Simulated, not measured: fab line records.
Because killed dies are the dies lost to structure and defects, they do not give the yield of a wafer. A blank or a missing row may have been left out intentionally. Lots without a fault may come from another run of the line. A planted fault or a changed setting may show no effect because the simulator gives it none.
Matching of chambers + flow n5_finfet + N5_BEOL_M8_CMP_52 on cmp-03: 4 sister chambers
The step polishes, stops on SiCOH lowk, t overpolish 6.9 s, target thk 80 nm. 4 wafers are shown with their chamber, then 7 later ones without.

== WAFERS PAIRED WITH THEIR CHAMBERS ==
| wafer  | chamber | time_to_endpoint_s (s) |
|--------|---------|------------------------|
| L088.2 | 3       | 64                     |
| L091.6 | 2       | 62                     |
| L092.1 | 0       | 61                     |
| L092.3 | 1       | 60                     |

== WAFERS MISSING THEIR CHAMBER ==
| wafer  | time_to_endpoint_s (s) |
|--------|------------------------|
| L092.4 | 65                     |
| L096.2 | 66                     |
| L096.4 | 65                     |
| L096.5 | 65                     |
| L097.2 | 67                     |
| L097.5 | 61                     |
| L097.6 | 67                     |

== WHICH CHAMBER EACH WENT THROUGH ==
| wafer  | from the rows above               | in truth |
|--------|-----------------------------------|----------|
| L092.4 | can't be placed: 3 or 2 or 0      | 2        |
| L096.2 | can't be placed: 3 or 2 or 0      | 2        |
| L096.4 | can't be placed: 3 or 2 or 0      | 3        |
| L096.5 | can't be placed: 3 or 2 or 0      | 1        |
| L097.2 | can't be placed: 3 or 2 or 0      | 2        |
| L097.5 | can't be placed: 0 or 1 or 2 or 3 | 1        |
| L097.6 | can't be placed: 3 or 2 or 0      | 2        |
0 of 7 placed correctly. From these rows, 7 cannot be placed; in 6 the true chamber is one of the candidates. Wrongly placed: 0.
How it was worked out, from the rows above alone: a wafer's distance from a chamber is the root of the sum, over the readings, of the square of ((its reading less the chamber's mean) divided by the reading's scatter). The wafer belongs to the nearest chamber; if the next one is less than 2 further off, it can't be placed. Each chamber's mean is taken over the wafers shown for it. The scatter: root of mean squared gap, hidden wafer to nearest shown wafer, with one shown wafer a chamber.
